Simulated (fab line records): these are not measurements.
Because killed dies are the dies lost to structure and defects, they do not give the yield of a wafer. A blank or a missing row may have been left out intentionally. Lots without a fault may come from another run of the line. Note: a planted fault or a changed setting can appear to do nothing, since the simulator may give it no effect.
fab line records ; flow nandHarc ; part 1 of 2: steps 1 to 3 of 6
record lots=23; wafers=69; lastDay=34
route steps=1302 shown A_STAIRCASE@703
lots untouched by any fault: they come from a run of this same line in which no faults occurred
startH: hours from the record's first day to the start of the lot's first wafer shown ; waitH: hours since the lot's step before ; " identical to the entry in the row above ; L1.1+2: a single row standing in for several wafers ; - either no value or no given start ; * or withheld: withheld ; < > ~ a bound
route shown NAME@n: NAME is a module with steps in the file, n the number in the route of the first one ; usual: mean and standard deviation over wafers with no fault ; same: alike in all rows ; chamber/n: place in a boat ; sites: readings site by site ; _std_site: the values' standard deviation ; _edge_site: inner sites' mean taken away from outer sites' mean ; radiusMm: how far each site lies from the wafer's centre ; mask NAME#n: copy n ; behind: the last tool/chamber to shape the wafer ; hold: why the lot went on hold/how many hours it stayed there/how the hold came to an end ; device: whichever transistor did not switch (one of n, p or np) ; end of line: the same wafers' tests at the end of the route ; a step given without rows: its recipe and nothing more ; killed: count of dies lost to structure and defects at first sort (not the wafer's yield) ; map: a wafer's dies, x killed, . not, _ none there
set.NAME: the setting the step ran with; set.NAME@STEP: the setting that earlier step ran with ; model.NAME: the simulator's own value behind a step, which no gauge read
one table for each step of the route and one row for each wafer, over a sample of lots
services: when a tool's chamber went out of use (startH, in hours from the record's first day, below 0 if earlier), for how many hours, and the reason
## steps
# step NHARC_A_STAIRCASE_TRIM_189
# recipe timeS=211.2; o2FlowSccm=500; arFlowSccm=0; biasW=0; chemistry=O2
# usual drypumpMotorCurrentA=5.7/0.43; oesProductAu=1.004/0.0099; rfVppV=57.7/0.86; showerheadPlenumPTorr=3.52/0.14; throttleValvePct=17.037/0.0087
lot.wafer;tool;chamber;startH;waitH;drypumpMotorCurrentA;oesProductAu;rfHoursCounterH;rfVppV;showerheadPlenumPTorr;throttleValvePct
L075.2;rieDiel-08;0;-;-;5.4;0.995;56;57.5;3.59;17.038
L075.3;rieDiel-08;2;-;-;5.6;0.992;52;56.9;3.47;17.039
L075.5;rieDiel-08;0;-;-;5.4;1.005;-;58.2;3.59;17.033
L076.1;rieDiel-01;2;-;-;6.2;1.000;44;56.5;3.31;17.044
L076.2;rieDiel-01;3;-;-;5.7;0.994;43;58.0;3.42;17.054
L076.5;rieDiel-01;0;-;-;5.4;1.008;-;57.4;3.27;17.020
L074.4;rieDiel-01;2;-;-;6.2;0.997;52;56.8;3.31;17.032
L074.3;rieDiel-01;0;-;-;5.4;0.996;46;57.0;3.26;17.035
L074.5;rieDiel-01;3;-;-;5.7;0.993;-;57.7;3.42;17.044
L077.4;rieDiel-08;3;-;-;5.8;0.992;1;57.8;3.49;17.024
L077.2;rieDiel-08;2;-;-;5.6;0.991;1;57.4;3.47;17.041
L077.6;rieDiel-08;3;-;-;5.9;1.011;-;59.4;3.49;17.034
L078.1;rieDiel-11;2;-;-;5.4;1.019;43;58.4;3.63;17.040
L078.2;rieDiel-11;0;-;-;6.6;0.999;39;58.1;3.56;17.029
L078.4;rieDiel-11;3;-;-;5.2;1.016;-;59.1;3.72;17.041
L080.2;rieDiel-11;0;-;-;6.6;1.006;44;58.9;3.56;17.034
L080.1;rieDiel-11;1;-;-;5.1;0.997;41;59.1;3.50;17.038
L080.4;rieDiel-11;2;-;-;5.4;1.007;48;57.2;3.62;17.027
L079.2;rieDiel-11;0;-;-;6.6;1.013;46;58.0;3.56;17.037
L079.5;rieDiel-11;0;-;-;6.7;1.007;-;57.4;3.56;17.023
L079.6;rieDiel-11;1;-;-;5.1;1.007;-;56.4;3.50;17.041
L082.1;rieDiel-08;3;-;-;5.9;1.007;17;59.0;3.48;17.036
L082.6;rieDiel-08;3;-;-;5.9;0.997;-;57.9;3.48;17.059
L082.5;rieDiel-08;0;-;-;5.3;1.009;-;59.3;3.58;17.042
L084.3;rieDiel-01;2;-;-;6.2;1.001;13;56.9;3.30;17.051
L084.1;rieDiel-01;0;-;-;5.4;1.002;18;58.7;3.80;17.035
L084.5;rieDiel-01;2;-;-;6.2;1.006;-;56.3;3.30;17.033
L081.4;rieDiel-08;1;-;-;5.6;1.007;18;58.3;3.64;17.016
L081.2;rieDiel-08;2;-;-;5.6;0.996;18;58.4;3.46;17.032
L081.1;rieDiel-08;3;-;-;5.8;1.004;19;57.7;3.48;17.026
L083.3;rieDiel-11;0;-;-;6.7;1.004;7;56.4;3.55;17.039
L083.4;rieDiel-11;2;-;-;5.4;1.010;7;58.8;3.62;17.040
L083.1;rieDiel-11;3;-;-;5.2;1.002;9;57.5;3.70;17.050
L085.3;rieDiel-01;2;-;-;6.2;1.017;23;57.7;3.30;17.028
L085.4;rieDiel-01;0;-;-;5.4;1.007;29;57.3;3.79;17.036
L085.5;rieDiel-01;2;-;-;6.2;1.019;-;56.9;3.30;17.031
L086.1;rieDiel-01;1;-;-;5.9;1.009;32;58.1;3.56;17.044
L086.5;rieDiel-01;1;-;-;5.9;1.008;-;56.9;3.56;17.023
L086.6;rieDiel-01;2;-;-;6.2;1.006;-;56.2;3.30;17.057
L088.4;rieDiel-08;1;-;-;5.6;1.014;35;57.7;3.63;17.030
L088.1;rieDiel-08;2;-;-;5.6;1.008;41;56.2;3.44;17.026
L088.6;rieDiel-08;3;-;-;5.8;1.019;-;56.8;3.46;17.035
L089.3;rieDiel-01;2;-;-;6.2;1.006;31;56.8;3.29;17.032
L089.2;rieDiel-01;1;-;-;5.9;1.007;37;57.5;3.56;17.053
L089.6;rieDiel-01;3;-;-;5.7;0.989;-;59.1;3.40;17.053
L090.1;rieDiel-01;2;-;-;6.2;1.019;38;56.7;3.29;17.034
L090.3;rieDiel-01;1;-;-;5.9;1.015;45;58.3;3.55;17.043
L090.6;rieDiel-01;2;-;-;6.2;1.018;-;56.7;3.29;17.027
L091.3;rieDiel-01;1;-;-;5.9;1.014;45;58.2;3.55;17.044
L091.1;rieDiel-01;2;-;-;6.2;1.022;39;57.3;3.29;17.040
L091.2;rieDiel-01;0;-;-;5.4;0.997;44;57.2;3.78;17.048
L092.3;rieDiel-08;1;-;-;5.6;1.008;48;58.6;3.63;17.025
L092.4;rieDiel-08;3;-;-;5.8;1.010;53;57.0;3.46;17.050
L092.6;rieDiel-08;0;-;-;5.4;1.013;-;56.5;3.56;17.044
L093.4;rieDiel-11;0;-;-;6.7;0.999;33;58.0;3.54;17.038
L093.2;rieDiel-11;2;-;-;5.4;1.016;32;58.6;3.60;17.043
L093.5;rieDiel-11;1;-;-;5.1;0.994;-;57.7;3.48;17.035
L094.3;rieDiel-11;0;-;-;6.7;1.014;34;56.9;3.54;17.038
L094.1;rieDiel-11;1;-;-;5.1;0.994;31;57.4;3.48;17.034
L094.4;rieDiel-11;2;-;-;5.4;1.006;33;57.7;3.60;17.031
L097.1;rieDiel-01;3;-;-;5.7;0.998;5;57.2;3.39;17.040
L097.2;rieDiel-01;0;-;-;5.5;0.991;5;57.9;3.77;17.035
L097.5;rieDiel-01;2;-;-;6.2;1.011;-;58.4;3.81;17.032
L096.1;rieDiel-08;3;-;-;5.8;0.996;7;59.2;3.45;17.040
L096.3;rieDiel-08;1;-;-;5.6;1.004;9;58.9;3.62;17.034
L096.6;rieDiel-08;0;-;-;5.4;1.030;-;56.8;3.55;17.029
L095.3;rieDiel-11;1;-;-;5.1;0.975;41;56.2;3.47;17.052
L095.4;rieDiel-11;0;-;-;6.7;1.003;44;58.2;3.53;17.034
L095.6;rieDiel-11;2;-;-;5.4;1.013;-;58.8;3.60;17.036
# step NHARC_A_STAIRCASE_TRIM_191
# recipe timeS=211.2; o2FlowSccm=500; arFlowSccm=0; biasW=0; chemistry=O2
# usual drypumpMotorCurrentA=5.7/0.42; oesProductAu=1.003/0.01; rfVppV=57.8/0.82; showerheadPlenumPTorr=3.54/0.14; throttleValvePct=17.037/0.0094
lot.wafer;tool;chamber;startH;waitH;drypumpMotorCurrentA;oesProductAu;rfHoursCounterH;rfVppV;showerheadPlenumPTorr;throttleValvePct
L075.2;rieDiel-08;0;-;-;5.3;0.986;56;59.4;3.59;17.021
L075.3;rieDiel-08;2;-;-;5.6;0.987;52;59.8;3.47;17.038
L075.5;rieDiel-08;0;-;-;5.4;0.989;-;57.4;3.59;17.036
L076.1;rieDiel-01;2;-;-;6.2;0.990;44;58.0;3.31;17.032
L076.2;rieDiel-01;1;-;-;5.9;0.998;46;57.1;3.58;17.031
L076.5;rieDiel-01;3;-;-;5.7;0.996;-;57.7;3.42;17.035
L074.4;rieDiel-01;3;-;-;5.7;1.005;50;58.2;3.42;17.051
L074.3;rieDiel-01;0;-;-;5.5;0.999;46;58.2;3.26;17.034
L074.5;rieDiel-01;1;-;-;5.9;1.009;-;57.2;3.58;17.044
L077.2;rieDiel-08;2;-;-;5.6;0.994;1;58.9;3.47;17.047
L077.4;rieDiel-08;3;-;-;5.9;1.007;1;57.3;3.49;17.038
L077.6;rieDiel-08;2;-;-;5.6;0.987;-;57.4;3.47;17.049
L078.1;rieDiel-11;3;-;-;5.2;1.017;43;57.5;3.72;17.033
L078.2;rieDiel-11;2;-;-;5.4;1.014;44;58.6;3.63;17.032
L078.4;rieDiel-11;2;-;-;5.4;1.022;-;58.3;3.63;17.040
L080.1;rieDiel-11;1;-;-;5.1;1.016;41;57.6;3.50;17.023
L080.4;rieDiel-11;2;-;-;5.4;1.015;48;56.9;3.62;17.039
L080.2;rieDiel-11;0;-;-;6.6;1.004;44;57.6;3.56;17.041
L079.2;rieDiel-11;1;-;-;5.1;1.014;43;58.4;3.50;17.027
L079.5;rieDiel-11;3;-;-;5.2;1.025;-;57.6;3.71;17.032
L079.6;rieDiel-11;0;-;-;6.7;1.002;-;58.0;3.56;17.038
L082.1;rieDiel-08;2;-;-;5.6;1.006;16;59.2;3.46;17.040
L082.6;rieDiel-08;1;-;-;5.6;1.007;-;57.9;3.65;17.020
L082.5;rieDiel-08;2;-;-;5.6;0.992;-;58.3;3.46;17.020
L084.1;rieDiel-01;0;-;-;5.4;1.002;18;58.5;3.80;17.039
L084.3;rieDiel-01;1;-;-;5.9;1.002;20;59.4;3.57;17.038
L084.5;rieDiel-01;3;-;-;5.7;0.984;-;57.5;3.41;17.041
L081.4;rieDiel-08;0;-;-;5.4;1.008;15;58.7;3.57;17.047
L081.1;rieDiel-08;1;-;-;5.6;0.999;18;57.9;3.64;17.031
L081.2;rieDiel-08;2;-;-;5.6;0.993;18;57.8;3.46;17.041
L083.3;rieDiel-11;2;-;-;5.4;1.004;7;56.0;3.62;17.028
L083.4;rieDiel-11;3;-;-;5.2;1.000;9;58.4;3.70;17.035
L083.1;rieDiel-11;0;-;-;6.6;1.000;8;59.2;3.55;17.029
L085.3;rieDiel-01;1;-;-;5.9;1.024;31;57.5;3.56;17.024
L085.4;rieDiel-01;0;-;-;5.4;1.007;29;57.0;3.79;17.033
L085.5;rieDiel-01;2;-;-;6.2;1.008;-;57.0;3.30;17.020
L086.1;rieDiel-01;2;-;-;6.2;1.013;24;57.9;3.30;17.035
L086.5;rieDiel-01;0;-;-;5.4;1.011;-;58.5;3.79;17.032
L086.6;rieDiel-01;1;-;-;5.9;1.020;-;56.8;3.56;17.040
L088.4;rieDiel-08;3;-;-;5.9;1.003;40;56.7;3.46;17.037
L088.1;rieDiel-08;0;-;-;5.4;1.010;33;58.1;3.56;17.037
L088.6;rieDiel-08;2;-;-;5.6;1.000;-;58.9;3.45;17.024
L089.2;rieDiel-01;1;-;-;5.9;1.001;37;57.2;3.56;17.044
L089.3;rieDiel-01;2;-;-;6.2;1.014;31;57.7;3.29;17.043
L089.6;rieDiel-01;1;-;-;5.9;1.003;-;56.5;3.56;17.047
L090.1;rieDiel-01;1;-;-;5.9;1.006;45;57.8;3.55;17.041
L090.3;rieDiel-01;0;-;-;5.4;0.994;43;58.2;3.78;17.050
L090.6;rieDiel-01;1;-;-;5.9;1.002;-;56.9;3.55;17.044
L091.3;rieDiel-01;1;-;-;5.9;1.007;46;57.4;3.55;17.030
L091.1;rieDiel-01;2;-;-;6.2;1.019;39;57.3;3.29;17.026
L091.2;rieDiel-01;3;-;-;5.7;0.978;39;57.1;3.40;17.032
L092.3;rieDiel-08;0;-;-;5.4;1.001;46;57.4;3.56;17.051
L092.4;rieDiel-08;2;-;-;5.6;0.988;54;59.2;3.44;17.054
L092.6;rieDiel-08;3;-;-;5.9;1.010;-;58.4;3.46;17.048
L093.2;rieDiel-11;2;-;-;5.4;1.003;32;57.1;3.60;17.035
L093.4;rieDiel-11;3;-;-;5.2;1.016;33;57.5;3.69;17.036
L093.5;rieDiel-11;0;-;-;6.7;1.009;-;57.4;3.54;17.037
L094.4;rieDiel-11;0;-;-;6.7;1.012;34;55.7;3.54;17.060
L094.3;rieDiel-11;1;-;-;5.1;0.989;31;56.8;3.48;17.055
L094.1;rieDiel-11;2;-;-;5.4;1.003;33;57.5;3.60;17.036
L097.1;rieDiel-01;2;-;-;6.2;1.011;3;58.6;3.81;17.030
L097.2;rieDiel-01;3;-;-;5.7;0.982;5;57.5;3.39;17.032
L097.5;rieDiel-01;2;-;-;6.2;1.019;-;58.7;3.81;17.034
L096.3;rieDiel-08;1;-;-;5.6;1.008;9;56.8;3.62;17.036
L096.1;rieDiel-08;0;-;-;5.4;1.022;9;56.3;3.55;17.040
L096.6;rieDiel-08;1;-;-;5.6;0.998;-;58.9;3.62;17.019
L095.4;rieDiel-11;1;-;-;5.1;0.991;41;57.0;3.47;17.030
L095.3;rieDiel-11;2;-;-;5.4;1.018;40;58.3;3.60;17.042
L095.6;rieDiel-11;3;-;-;5.3;1.007;-;59.2;3.69;17.045
# step NHARC_A_STAIRCASE_DESCUM_219
# recipe timeS=3; o2FlowSccm=200; arFlowSccm=0; biasPowerW=0; chemistry=O2
# usual drypumpMotorCurrentA=5.7/0.42; oesProductAu=1.003/0.0095; rfVppV=58.0/0.83; showerheadPlenumPTorr=1.92/0.074; throttleValvePct=11.310/0.0092
lot.wafer;tool;chamber;startH;waitH;drypumpMotorCurrentA;oesProductAu;rfHoursCounterH;rfVppV;showerheadPlenumPTorr;throttleValvePct
L075.3;rieDiel-08;2;364.71;-;5.6;0.993;53;57.7;1.88;11.315
L075.2;rieDiel-08;3;364.71;-;5.8;0.994;53;58.5;1.89;11.314
L075.5;rieDiel-08;1;364.71;-;5.6;1.001;-;58.5;1.99;11.304
L076.2;rieDiel-11;1;365.66;-;5.1;0.998;32;59.3;1.90;11.307
L076.1;rieDiel-11;2;365.66;-;5.4;1.013;33;57.9;1.97;11.326
L076.5;rieDiel-11;3;365.66;-;5.2;1.011;-;57.3;2.03;11.306
L074.3;rieDiel-01;1;378.56;-;5.9;0.991;55;58.4;1.94;11.305
L074.4;rieDiel-01;3;378.56;-;5.7;1.006;51;57.4;1.85;11.319
L074.5;rieDiel-01;2;378.56;-;6.2;1.004;-;57.9;1.79;11.328
L077.2;rieDiel-11;2;387.46;-;5.4;1.017;44;58.2;1.97;11.310
L077.6;rieDiel-11;2;387.46;-;5.4;1.006;-;58.3;1.97;11.295
L077.4;rieDiel-11;3;387.46;-;5.3;1.021;-;57.2;2.02;11.307
L078.2;rieDiel-11;2;391.04;-;5.4;1.012;46;58.1;1.97;11.303
L078.1;rieDiel-11;0;391.04;-;6.7;1.005;41;58.3;1.93;11.316
L078.4;rieDiel-11;0;391.04;-;6.6;1.003;-;57.4;1.93;11.333
L080.2;rieDiel-08;3;408.50;-;5.8;1.010;8;57.8;1.89;11.302
L080.1;rieDiel-08;2;408.50;-;5.6;0.986;8;57.5;1.88;11.323
L080.4;rieDiel-08;3;408.50;-;5.9;1.009;-;59.1;1.89;11.300
L079.2;rieDiel-11;1;413.86;-;5.1;1.007;44;58.1;1.89;11.291
L079.6;rieDiel-11;0;413.86;-;6.6;1.008;-;57.9;1.93;11.299
L079.5;rieDiel-11;1;413.86;-;5.1;1.008;-;58.7;1.89;11.302
L082.1;rieDiel-01;0;447.06;-;5.4;0.994;18;57.5;2.07;11.310
L082.5;rieDiel-01;0;447.06;-;5.4;0.985;-;59.0;2.07;11.313
L082.6;rieDiel-01;1;447.06;-;5.9;1.004;-;58.6;1.94;11.293
L084.3;rieDiel-08;0;450.28;-;5.4;1.014;14;59.7;1.94;11.311
L084.1;rieDiel-08;1;450.28;-;5.6;0.998;18;58.5;1.98;11.300
L084.5;rieDiel-08;0;450.28;-;5.4;1.016;-;58.3;1.94;11.305
L081.1;rieDiel-08;3;454.63;-;5.8;1.002;22;57.8;1.88;11.297
L081.4;rieDiel-08;0;454.63;-;5.4;1.001;17;59.5;1.94;11.305
L081.2;rieDiel-08;1;454.63;-;5.6;1.001;21;58.9;1.98;11.311
L083.3;rieDiel-11;2;462.88;-;5.4;1.007;8;59.8;1.96;11.312
L083.4;rieDiel-11;3;462.88;-;5.3;1.001;10;59.1;2.02;11.315
L083.1;rieDiel-11;1;462.88;-;5.1;0.996;6;58.2;1.89;11.312
L085.3;rieDiel-01;1;472.79;-;5.9;1.009;33;57.4;1.93;11.315
L085.4;rieDiel-01;2;472.79;-;6.2;1.009;25;58.4;1.78;11.300
L085.5;rieDiel-01;1;472.79;-;5.9;1.001;-;57.6;1.93;11.314
L086.1;rieDiel-08;1;473.92;-;5.6;1.001;31;58.2;1.98;11.314
L086.5;rieDiel-08;1;473.92;-;5.6;1.012;-;58.9;1.98;11.300
L086.6;rieDiel-08;2;473.92;-;5.6;0.992;-;56.5;1.87;11.323
L088.1;rieDiel-08;0;497.00;-;5.4;1.005;34;57.7;1.93;11.313
L088.4;rieDiel-08;1;497.00;-;5.6;1.004;36;58.6;1.97;11.308
L088.6;rieDiel-08;0;497.00;-;5.4;0.997;-;55.9;1.93;11.300
L089.2;rieDiel-01;0;500.76;-;5.5;1.013;37;58.0;2.06;11.306
L089.3;rieDiel-01;3;500.76;-;5.7;1.004;33;57.4;1.84;11.299
L089.6;rieDiel-01;0;500.76;-;5.4;1.011;-;57.7;2.06;11.321
L090.3;rieDiel-01;0;522.81;-;5.4;1.007;45;58.1;2.06;11.309
L090.1;rieDiel-01;2;522.81;-;6.2;1.023;41;56.4;1.77;11.296
L090.6;rieDiel-01;0;522.81;-;5.4;0.995;-;58.6;2.06;11.320
L091.2;rieDiel-01;2;523.72;-;6.2;1.026;41;57.6;1.77;11.319
L091.3;rieDiel-01;0;523.72;-;5.4;1.002;46;57.6;2.06;11.308
L091.1;rieDiel-01;1;523.72;-;5.9;0.995;48;56.5;1.93;11.308
L092.3;rieDiel-11;3;530.89;-;5.3;0.999;27;58.6;2.01;11.315
L092.4;rieDiel-11;0;530.89;-;6.6;1.006;29;57.8;1.92;11.317
L092.6;rieDiel-11;2;530.89;-;5.4;1.007;-;57.8;1.96;11.306
L093.2;rieDiel-01;0;548.97;-;5.4;0.998;54;58.4;2.06;11.304
L093.4;rieDiel-01;1;548.97;-;5.9;1.000;57;57.6;1.92;11.301
L093.5;rieDiel-01;2;548.97;-;6.2;1.011;-;57.4;1.77;11.317
L094.4;rieDiel-11;1;551.88;-;5.1;1.000;31;56.7;1.88;11.318
L094.1;rieDiel-11;2;551.88;-;5.4;1.006;34;58.4;1.96;11.314
L094.3;rieDiel-11;0;551.88;-;6.6;1.010;34;58.5;1.92;11.305
L097.2;rieDiel-11;2;583.07;-;5.4;1.012;39;59.0;1.95;11.303
L097.1;rieDiel-11;0;583.07;-;6.7;1.009;43;59.5;1.92;11.308
L097.5;rieDiel-11;2;583.07;-;5.4;1.001;-;59.3;1.95;11.313
L096.3;rieDiel-08;1;583.55;-;5.6;1.010;10;59.2;1.96;11.302
L096.1;rieDiel-08;3;583.55;-;5.9;1.002;7;57.7;1.87;11.330
L096.6;rieDiel-08;1;583.55;-;5.6;0.996;-;57.8;1.96;11.296
L095.3;rieDiel-11;2;590.83;-;5.4;1.006;44;58.1;1.95;11.322
L095.4;rieDiel-11;3;590.83;-;5.2;1.012;48;58.8;2.00;11.317
L095.6;rieDiel-11;0;590.83;-;6.7;1.001;-;56.9;1.91;11.317
